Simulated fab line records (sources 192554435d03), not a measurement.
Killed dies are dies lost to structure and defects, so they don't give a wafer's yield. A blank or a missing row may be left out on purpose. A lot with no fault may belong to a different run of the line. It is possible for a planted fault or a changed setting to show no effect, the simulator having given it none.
Split-lot experiment + flow n5-finfet + on a route of 1938 steps: 7 lots, 39 wafers read

THE SPLIT ITSELF
At N5_PASSIVATION_PASS_ETCH_47 (etches SiNx in CF4/O2, target depth 770 nm, time 385 s), the setting time-s was moved away from the recipe's 385 s on 12 of the 39 wafers read, by -52.6% to +29.9%. This setting was run at the recipe's value on the other wafers.

The reading is taken at the split's own step.

THE READING
etch.depth-nm (the simulator's own value, which no gauge read), in nm, at N5_PASSIVATION_PASS_ETCH_47 (etches SiNx in CF4/O2, target depth 770 nm, time 385 s). The file gives no usual value for it. The 27 wafers here that ran the recipe average 774.4 nm, standard deviation 19 nm.

| wafer  | tool, chamber at the split | time-s as run, s | against the recipe | etch.depth-nm, nm | against lot-mates on the recipe |
|--------|----------------------------|------------------|--------------------|-------------------|---------------------------------|
| L079.1 | rie-diel-03, 3             | 385              | recipe             | 763.7             | -                               |
| L079.2 | rie-diel-03, 1             | 500              | +29.9%             | 1011              | +249.9                          |
| L079.3 | rie-diel-03, 0             | 500              | +29.9%             | 991.6             | +230.5                          |
| L079.4 | rie-diel-03, 2             | 500              | +29.9%             | 972.4             | +211.3                          |
| L079.5 | rie-diel-03, 3             | 385              | recipe             | 757.1             | -                               |
| L079.6 | rie-diel-03, 0             | 385              | recipe             | 762.6             | -                               |
| L078.1 | rie-diel-06, 1             | 385              | recipe             | 790.2             | -                               |
| L078.2 | rie-diel-06, 2             | 385              | recipe             | 791.8             | -                               |
| L078.3 | rie-diel-06, 3             | 385              | recipe             | 792.9             | -                               |
| L078.4 | rie-diel-06, 0             | 385              | recipe             | 775.9             | -                               |
| L078.5 | rie-diel-06, 1             | 385              | recipe             | 788.2             | -                               |
| L078.6 | rie-diel-06, 0             | 385              | recipe             | 773.6             | -                               |
| L083.1 | rie-diel-06, 2             | 385              | recipe             | 792.3             | -                               |
| L083.2 | rie-diel-06, 1             | 249.3            | -35.2%             | 509.7             | -283.6                          |
| L083.3 | rie-diel-06, 0             | 249.3            | -35.2%             | 502.7             | -290.6                          |
| L083.4 | rie-diel-06, 3             | 249.3            | -35.2%             | 509.2             | -284.1                          |
| L083.5 | rie-diel-06, 2             | 385              | recipe             | 793.1             | -                               |
| L083.6 | rie-diel-06, 1             | 385              | recipe             | 794.4             | -                               |
| L085.1 | rie-diel-03, 2             | 385              | recipe             | 745.5             | -                               |
| L085.2 | rie-diel-03, 1             | 385              | recipe             | 777.8             | -                               |
| L085.3 | rie-diel-03, 3             | 182.5            | -52.6%             | 359.4             | -407.9                          |
| L085.4 | rie-diel-03, 2             | 182.5            | -52.6%             | 354.5             | -412.8                          |
| L085.5 | rie-diel-03, 1             | 385              | recipe             | 778.7             | -                               |
| L085.6 | rie-diel-03, 3             | 182.5            | -52.6%             | 358.6             | -408.7                          |
| L088.1 | rie-diel-01, 2             | 385              | recipe             | 731.8             | -                               |
| L088.2 | rie-diel-01, 1             | 385              | recipe             | 753.8             | -                               |
| L088.3 | rie-diel-01, 3             | 385              | recipe             | 775.6             | -                               |
| L088.4 | rie-diel-01, 0             | 385              | recipe             | 800               | -                               |
| L088.5 | rie-diel-01, 1             | 385              | recipe             | 753.4             | -                               |
| L088.6 | rie-diel-01, 0             | 385              | recipe             | 798.5             | -                               |
| L092.1 | rie-diel-06, 1             | 464.1            | +20.5%             | 946.3             | +170.7                          |
| L092.2 | rie-diel-06, 2             | 385              | recipe             | 773.9             | -                               |
| L092.3 | rie-diel-06, 0             | 385              | recipe             | 770.7             | -                               |
| L092.4 | rie-diel-06, 3             | 464.1            | +20.5%             | 942.4             | +166.8                          |
| L092.5 | rie-diel-06, 2             | 464.1            | +20.5%             | 940.6             | +165.0                          |
| L092.6 | rie-diel-06, 3             | 385              | recipe             | 782.2             | -                               |
| L096.2 | rie-diel-01, 2             | 385              | recipe             | 732               | -                               |
| L096.4 | rie-diel-01, 3             | 385              | recipe             | 784.9             | -                               |
| L096.6 | rie-diel-01, 3             | 385              | recipe             | 775.5             | -                               |

THE FIT
A straight line over all 39 wafers: etch.depth-nm changes by +7.75 nm for each +1% of time-s; r = +0.99; the points scatter about the line by 18 nm.
The same after taking each lot's own level away (the mean of its wafers on the recipe; 39 wafers): +7.88 nm for each +1%; r = +1.00; scatter 14 nm.
On that fit, the largest move of time-s shifts the reading by 4.1e+02 nm.
The lots' own levels span 761.13 to 793.27 nm, that is 1.7 times the standard deviation above.
The two slopes agree, so the slope changes little with the lot-to-lot level.
Check: for one of the wafers moved furthest among these (-52.6%), held out of the fit, the line's prediction against its lot-mates is -416 nm. Against them it came out at -408 nm.

OTHER SPLITS APPLIED TO THESE WAFERS
Before the reading, these wafers also passed through other splits. Each is held against what the fit with the lots' levels taken away leaves over:
| other split on the same wafers        | wafers away from the commonest value | r with etch.depth-nm (lot level and that fit taken away) |
|---------------------------------------|--------------------------------------|----------------------------------------------------------|
| N5_BEOL_M6_ALD_77 ald-cycles          | 15                                   | -0.24                                                    |
| N5_BEOL_M9_DESCUM_16 time-s           | 6                                    | -0.08                                                    |
| N5_BEOL_M11_ALD_74 ald-cycles         | 9                                    | -0.11                                                    |
| N5_BEOL_M14_SPUTTER_43 target-thk-a   | 18                                   | +0.06                                                    |
| N5_PASSIVATION_ETCH_15 target-depth-a | 18                                   | +0.17                                                    |

FILE'S OWN FIT
etch.depth-nm changes by +7.88 nm for each +1% of time-s, r = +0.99.
